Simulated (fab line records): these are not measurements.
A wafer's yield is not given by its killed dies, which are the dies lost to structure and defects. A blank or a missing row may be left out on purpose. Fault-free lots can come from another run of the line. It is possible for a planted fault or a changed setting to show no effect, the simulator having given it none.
Which tool did it? ; flow n5_finfet ; 23 lots with 69 wafers sampled at 4 steps, on a route of 1938 steps

WHAT EACH GAUGE READ, for each wafer
N5_HKMG_FIN_CD_MEAS_12: the cd target is 92.8 nm. Usual: cd_nm 92.7 nm, standard deviation 0.51.
lot;measured;on;cd_nm (nm);flag
L074;day 4 01:35;cd_sem-01;94.1 92.3 92.8;
L075;day 4 08:32;cd_sem-01;92.8 92.7 92.6;
L076;day 4 13:32;cd_sem-01;92.5 92.7 92.2;
L077;day 4 19:22;cd_sem-03;93.1 92.8 92.4;
L078;day 5 02:33;cd_sem-02;93.1 93.0 92.7;
L079;day 5 08:53;cd_sem-01;92.0 92.5 92.6;
L080;day 5 15:41;cd_sem-02;92.6 92.4 91.7;
L081;day 5 22:32;cd_sem-03;93.1 93.2 93.0;
L082;day 6 06:53;cd_sem-03;92.3 93.7 93.1;
L083;day 6 11:19;cd_sem-02;92.2 92.3 92.9;
L084;day 6 14:57;cd_sem-03;93.2 92.9 92.7;
L085;day 6 22:34;cd_sem-03;92.2 93.1 92.1;
L086;day 7 04:03;cd_sem-01;93.7 93.4 93.9;
L087;day 7 10:06;cd_sem-02;92.2 92.8 91.5;
L088;day 7 13:55;cd_sem-01;92.9 92.7 93.0;
L090;day 8 01:55;cd_sem-01;92.2 91.7 92.7;
L091;day 8 08:31;cd_sem-01;92.3 92.8 93.1;
L092;day 8 14:02;cd_sem-01;92.7 91.9 91.8;
L093;day 8 22:04;cd_sem-03;92.9 92.8 92.7;
L094;day 9 02:42;cd_sem-03;93.3 93.4 92.4;
L095;day 9 13:19;cd_sem-01;92.1 93.9 92.6;
L096;day 9 20:13;cd_sem-01;92.7 92.5 92.7;
L097;day 10 02:31;cd_sem-03;92.4 92.8 92.4;

WHAT TOOL EACH LOT RAN ON (gives the tool, then ch and the chambers of the sampled wafers, and finally the start)
lot;N5_SDB_HM_OPEN_20;N5_SDB_STRIP_22;N5_SDB_ALD_29
L074;rie_diel-06 ch 1,2,3, day 3 16:42;plasma_asher-01 ch 0,1, day 3 16:47;ald_sin-04 ch 0,2,3, day 3 17:25
L075;rie_diel-06 ch 0,2,3, day 3 23:51;plasma_asher-02 ch 0,1, day 3 23:56;ald_sin-02 ch 0,2,3, day 4 00:37
L076;rie_diel-04 ch 0,1,2, day 4 05:08;plasma_asher-02 ch 0,1, day 4 05:13;ald_sin-04 ch 1,2,3, day 4 05:42
L077;rie_diel-06 ch 1,2,3, day 4 10:43;plasma_asher-02 ch 0,1, day 4 10:50;ald_sin-01 ch 1,2, day 4 11:28
L078;rie_diel-06 ch 1,2,3, day 4 17:46;plasma_asher-01 ch 0,1, day 4 17:53;ald_sin-02 ch 1,2,3, day 4 18:20
L079;rie_diel-06 ch 0,3, day 4 23:12;plasma_asher-01 ch 0,1, day 4 23:17;ald_sin-04 ch 0,1,2, day 5 00:22
L080;rie_diel-04 ch 1,2,3, day 5 06:31;plasma_asher-02 ch 0,1, day 5 06:36;ald_sin-04 ch 0,1,3, day 5 07:12
L081;rie_diel-03 ch 0,1,3, day 5 13:05;plasma_asher-01 ch 0,1, day 5 13:10;ald_sin-02 ch 0,3, day 5 13:44
L082;rie_diel-03 ch 1,3, day 5 21:54;plasma_asher-01 ch 0,1, day 5 22:01;ald_sin-02 ch 0,1,2, day 5 22:35
L083;rie_diel-06 ch 0,1,2, day 6 01:58;plasma_asher-02 ch 0,1, day 6 02:05;ald_sin-02 ch 1,2,3, day 6 02:32
L084;rie_diel-06 ch 0,3, day 6 06:17;plasma_asher-02 ch 0,1, day 6 06:22;ald_sin-04 ch 0,1,2, day 6 06:51
L085;rie_diel-04 ch 0,1,3, day 6 13:45;plasma_asher-01 ch 0,1, day 6 13:50;ald_sin-01 ch 0,3, day 6 14:20
L086;rie_diel-04 ch 0,1,3, day 6 18:59;plasma_asher-02 ch 0,1, day 6 19:04;ald_sin-01 ch 1,2,3, day 6 19:32
L087;rie_diel-04 ch 0,2,3, day 7 00:31;plasma_asher-02 ch 0,1, day 7 00:46;ald_sin-02 ch 0,3, day 7 01:43
L088;rie_diel-03 ch 0,2, day 7 05:35;plasma_asher-02 ch 0,1, day 7 05:40;ald_sin-02 ch 1,2, day 7 06:10
L090;rie_diel-04 ch 0,2,3, day 7 16:58;plasma_asher-02 ch 0,1, day 7 17:08;ald_sin-01 ch 1,3, day 7 17:37
L091;rie_diel-04 ch 0,2, day 7 23:46;plasma_asher-01 ch 0,1, day 7 23:52;ald_sin-04 ch 1,2,3, day 8 00:29
L092;rie_diel-04 ch 0,1,3, day 8 05:31;plasma_asher-01 ch 0,1, day 8 05:37;ald_sin-04 ch 1,2,3, day 8 06:05
L093;rie_diel-06 ch 0,3, day 8 12:48;plasma_asher-01 ch 0,1, day 8 12:55;ald_sin-02 ch 1,2, day 8 13:22
L094;rie_diel-04 ch 0,1,2, day 8 17:09;plasma_asher-01 ch 0, day 8 17:28;ald_sin-02 ch 0,1,3, day 8 18:28
L095;rie_diel-04 ch 0,1,2, day 9 04:32;plasma_asher-01 ch 0,1, day 9 04:45;ald_sin-04 ch 1,3, day 9 05:17
L096;rie_diel-04 ch 1,2,3, day 9 11:17;plasma_asher-01 ch 0,1, day 9 11:22;ald_sin-02 ch 0,1,3, day 9 12:12
L097;rie_diel-06 ch 1,3, day 9 17:37;plasma_asher-01 ch 0,1, day 9 17:41;ald_sin-02 ch 0,2,3, day 9 18:11
- N5_SDB_HM_OPEN_20: chemistry CH3F/O2, target SiNx, stops on poly-Si, target depth 24 nm.
- N5_SDB_STRIP_22: strips in N2/H2.
- N5_SDB_ALD_29: deposits SiNx, target thk 30 nm, pulse time 1 s, ald cycles 600.

WHAT THE TOOLS THEMSELVES READ (means of the sampled wafers that have a number; where no wafer has one, the mark that the record gives instead)
N5_SDB_HM_OPEN_20. Usual: bias_w 73.00 W, standard deviation 0.21; drypump_motor_current_A 5.6 A, standard deviation 0.41; oes_ar_750_au 0.81 a.u., standard deviation 0.08; oes_product_au 0.67 a.u., standard deviation 0.066; rf_fwd_power_W 392.7 W, standard deviation 1.3; rf_vpp_V 297.5 V, standard deviation 2.7; showerhead_plenum_p_Torr 2.03 Torr, standard deviation 0.058; throttle_valve_pct 16.3 %, standard deviation 0.3.
lot;tool;bias_w (W);drypump_motor_current_A (A);oes_ar_750_au (a.u.);oes_product_au (a.u.);rf_fwd_power_W (W);rf_vpp_V (V);showerhead_plenum_p_Torr (Torr);throttle_valve_pct (%);flag
L074;rie_diel-06;73.10;5.6;0.80;0.66;393.1;296.8;1.99;16.5;
L075;rie_diel-06;72.89;5.7;0.78;0.63;393.3;297.9;2.01;16.4;
L076;rie_diel-04;72.93;5.6;0.84;0.68;393.3;298.5;2.08;16.2;
L077;rie_diel-06;72.91;5.6;0.80;0.65;392.4;296.5;1.99;16.5;
L078;rie_diel-06;73.13;5.6;0.79;0.66;391.3;296.8;1.99;16.5;
L079;rie_diel-06;73.00;6.2;0.75;0.61;393.8;298.5;2.05;16.4;
L080;rie_diel-04;73.02;5.7;0.85;0.70;392.7;298.3;2.05;16.0;
L081;rie_diel-03;73.04;5.5;0.77;0.64;392.0;299.2;2.00;16.5;
L082;rie_diel-03;72.92;5.6;0.70;0.58;392.0;299.6;2.03;16.7;
L083;rie_diel-06;73.08;5.3;0.79;0.64;392.6;295.6;1.96;16.4;
L084;rie_diel-06;73.06;5.8;0.74;0.60;392.6;296.4;2.02;16.3;
L085;rie_diel-04;73.13;5.5;0.82;0.66;392.4;297.7;2.07;16.3;
L086;rie_diel-04;72.90;5.6;0.82;0.66;394.3;297.1;2.07;16.3;
L087;rie_diel-04;72.86;5.5;0.88;0.72;393.3;297.5;2.06;16.0;
L088;rie_diel-03;72.96;5.3;0.90;0.74;391.4;296.7;2.02;16.2;
L090;rie_diel-04;73.07;5.5;0.88;0.70;393.8;297.2;2.06;16.0;
L091;rie_diel-04;72.91;5.5;0.84;0.68;393.2;297.6;2.09;16.3;
L092;rie_diel-04;73.13;5.5;0.90;0.73;393.8;296.7;2.07;16.1;
L093;rie_diel-06;72.94;6.2;0.72;0.60;392.8;298.9;2.04;16.4;
L094;rie_diel-04;72.86;5.6;0.87;0.73;392.7;297.0;2.07;16.2;
L095;rie_diel-04;72.90;5.6;0.87;0.72;393.4;297.9;2.06;16.2;
L096;rie_diel-04;72.93;5.6;0.89;0.72;392.8;297.1;2.04;15.9;
L097;rie_diel-06;72.83;6.1;0.73;0.60;393.7;299.0;2.01;16.5;

N5_SDB_STRIP_22. Usual: drypump_motor_current_A 5.9 A, standard deviation 0.61; heater_power_w 340 W, standard deviation 26; oes_product_au 0.715 a.u., standard deviation 0.0049; strip_time_to_endpoint_s 96.2 s, standard deviation 0.4.
lot;tool;drypump_motor_current_A (A);heater_power_w (W);oes_product_au (a.u.);strip_time_to_endpoint_s (s);flag
L074;plasma_asher-01;6.4;329;0.714;95.9;
L075;plasma_asher-02;5.2;373;0.715;96.4;
L076;plasma_asher-02;5.5;345;0.714;96.5;
L077;plasma_asher-02;5.2;365;0.710;96.0;
L078;plasma_asher-01;6.3;323;0.714;95.8;
L079;plasma_asher-01;6.4;336;0.714;96.1;
L080;plasma_asher-02;5.5;344;0.711;96.1;
L081;plasma_asher-01;6.4;332;0.715;96.3;
L082;plasma_asher-01;6.3;326;0.713;96.6;
L083;plasma_asher-02;5.2;370;0.710;96.9;
L084;plasma_asher-02;5.2;366;0.716;96.7;
L085;plasma_asher-01;6.4;328;0.717;96.2;
L086;plasma_asher-02;5.4;345;0.712;96.0;
L087;plasma_asher-02;5.4;349;0.713;96.1;
L088;plasma_asher-02;5.4;345;0.712;97.0;
L090;plasma_asher-02;5.2;363;0.720;96.1;
L091;plasma_asher-01;6.5;330;0.713;95.8;
L092;plasma_asher-01;6.3;328;0.712;96.4;
L093;plasma_asher-01;6.3;330;0.714;96.7;
L094;plasma_asher-01;6.1;322;0.715;96.0;
L095;plasma_asher-01;6.4;329;0.719;95.9;
L096;plasma_asher-01;6.4;331;0.719;95.7;
L097;plasma_asher-01;6.4;324;0.714;96.3;

N5_SDB_ALD_29. Usual: heater_power_w 837 W, standard deviation 68; precursor_pulse_height_rel 0.999, standard deviation 0.019.
lot;tool;heater_power_w (W);precursor_pulse_height_rel;flag
L074;ald_sin-04;837;0.996;
L075;ald_sin-02;869;0.993;
L076;ald_sin-04;868;1.007;
L077;ald_sin-01;802;0.998;
L078;ald_sin-02;886;1.001;
L079;ald_sin-04;811;1.027;
L080;ald_sin-04;803;0.996;
L081;ald_sin-02;848;0.996;
L082;ald_sin-02;873;1.011;
L083;ald_sin-02;868;0.998;
L084;ald_sin-04;817;0.997;
L085;ald_sin-01;763;0.993;
L086;ald_sin-01;750;0.999;
L087;ald_sin-02;857;1.003;
L088;ald_sin-02;874;1.024;
L090;ald_sin-01;713;0.982;
L091;ald_sin-04;870;0.993;
L092;ald_sin-04;885;1.002;
L093;ald_sin-02;874;1.015;
L094;ald_sin-02;849;1.002;
L095;ald_sin-04;832;1.010;
L096;ald_sin-02;846;1.012;
L097;ald_sin-02;889;0.991;

THE ANSWER, worked out from the rows above alone
Rule: a lot is off if the mean of its wafers that have a number lies more than 3 standard deviations from the usual mean. Also off: a lot with no number at a reading for which 4 or more lots have one. Where the step has rows for the other lots, those lots are counted as sound. The gauges are gone through in route order, then the tools' own readings, and for those a lot's mean is taken as printed above. At the first step where some lot is off, the reading lying furthest off is the one used; lots without a number count as furthest.
Nothing can be told from this: no lot is off at any reading shown.

WHAT HAD BEEN PUT IN BY THE SIMULATOR
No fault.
